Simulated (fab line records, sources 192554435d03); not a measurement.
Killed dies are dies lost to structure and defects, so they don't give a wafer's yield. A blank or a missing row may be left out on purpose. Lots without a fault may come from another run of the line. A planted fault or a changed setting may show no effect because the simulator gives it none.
Chamber matching | flow n5_finfet | N5_BEOL_M11_ETCH_65 on rie_diel-03: 4 sister chambers
The step etches SiARC in CF4, target depth 39 nm, time 65 s. 22 wafers are shown with their chamber, then 11 later ones without.

WAFERS WITH THEIR CHAMBER
wafer  | chamber | showerhead_plenum_p_Torr (Torr) | drypump_motor_current_A (A) | oes_product_au (a.u.)
L075.2 | 0       | 2.10                            | 4.8                         | 0.69
L075.3 | 3       | 2.26                            | 5.5                         | 0.74
L075.6 | 3       | 2.26                            | 5.5                         | 0.74
L081.2 | 2       | 2.27                            | 5.3                         | 0.79
L081.5 | 3       | 2.26                            | 5.5                         | 0.73
L081.6 | 0       | 2.09                            | 4.8                         | 0.67
L085.1 | 1       | 2.19                            | 6.1                         | 0.87
L085.2 | 3       | 2.26                            | 5.5                         | 0.72
L085.3 | 2       | 2.26                            | 5.3                         | 0.77
L085.4 | 0       | 2.09                            | 4.7                         | 0.67
L085.5 | 3       | 2.26                            | 5.5                         | 0.72
L085.6 | 0       | 2.09                            | 4.8                         | 0.67
L084.1 | 3       | 2.25                            | 5.5                         | 0.72
L084.2 | 1       | 2.19                            | 6.0                         | 0.82
L084.3 | 0       | 2.09                            | 4.8                         | 0.67
L084.4 | 2       | 2.26                            | 5.3                         | 0.77
L084.5 | 1       | 2.19                            | 6.1                         | 0.82
L084.6 | 0       | 2.09                            | 4.7                         | 0.66
L086.2 | 2       | 2.26                            | 5.3                         | 0.76
L086.3 | 1       | 2.19                            | 6.0                         | 0.82
L086.4 | 0       | 2.09                            | 4.7                         | 0.66
L089.2 | 1       | 2.19                            | 6.1                         | 0.82

SIGNATURES (means of the wafers above)
reading                  | chamber 0 | chamber 1 | chamber 2 | chamber 3 | scatter within a chamber
showerhead_plenum_p_Torr | 2.0914    | 2.1900    | 2.2625    | 2.2583    | 0.00368
drypump_motor_current_A  | 4.757     | 6.060     | 5.300     | 5.500     | 0.0402
oes_product_au           | 0.6700    | 0.8300    | 0.7725    | 0.7283    | 0.0141
Rule: a wafer's distance from a chamber is the root of the sum, over the readings, of the square of ((its reading less the chamber's mean) divided by the reading's scatter). The wafer belongs to the nearest chamber; if the next one is less than 2 further off, it can't be placed. The scatter: the root of (the sum of the squares of (reading less its chamber's mean) over the shown wafers, divided by (wafers less chambers)).

WAFERS WITHOUT THEIR CHAMBER
wafer  | showerhead_plenum_p_Torr (Torr) | drypump_motor_current_A (A) | oes_product_au (a.u.)
L089.3 | 2.26                            | 5.3                         | 0.75
L089.5 | 2.26                            | 5.3                         | 0.77
L087.1 | 2.26                            | 5.3                         | 0.77
L087.4 | 2.25                            | 5.5                         | 0.71
L087.6 | 2.19                            | 6.0                         | 0.81
L090.2 | 2.26                            | 5.4                         | 0.75
L090.3 | 2.18                            | 6.0                         | 0.81
L090.6 | 2.08                            | 4.8                         | 0.65
L092.1 | 2.26                            | 5.3                         | 0.74
L092.2 | 2.08                            | 4.8                         | 0.65
L092.6 | 2.25                            | 5.5                         | 0.70

WHICH CHAMBER EACH WENT THROUGH
wafer  | from the rows above     | in truth
L089.3 | 2                       | 2
L089.5 | 2                       | 2
L087.1 | 2                       | 2
L087.4 | 3                       | 3
L087.6 | 1                       | 1
L090.2 | can't be placed: 3 or 2 | 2
L090.3 | 1                       | 1
L090.6 | 0                       | 0
L092.1 | 2                       | 2
L092.2 | 0                       | 0
L092.6 | 3                       | 3
Placed correctly: 10 of 11. Can't be placed from these rows: 1 (the true chamber is among the candidates in 1). Placed wrongly: 0.
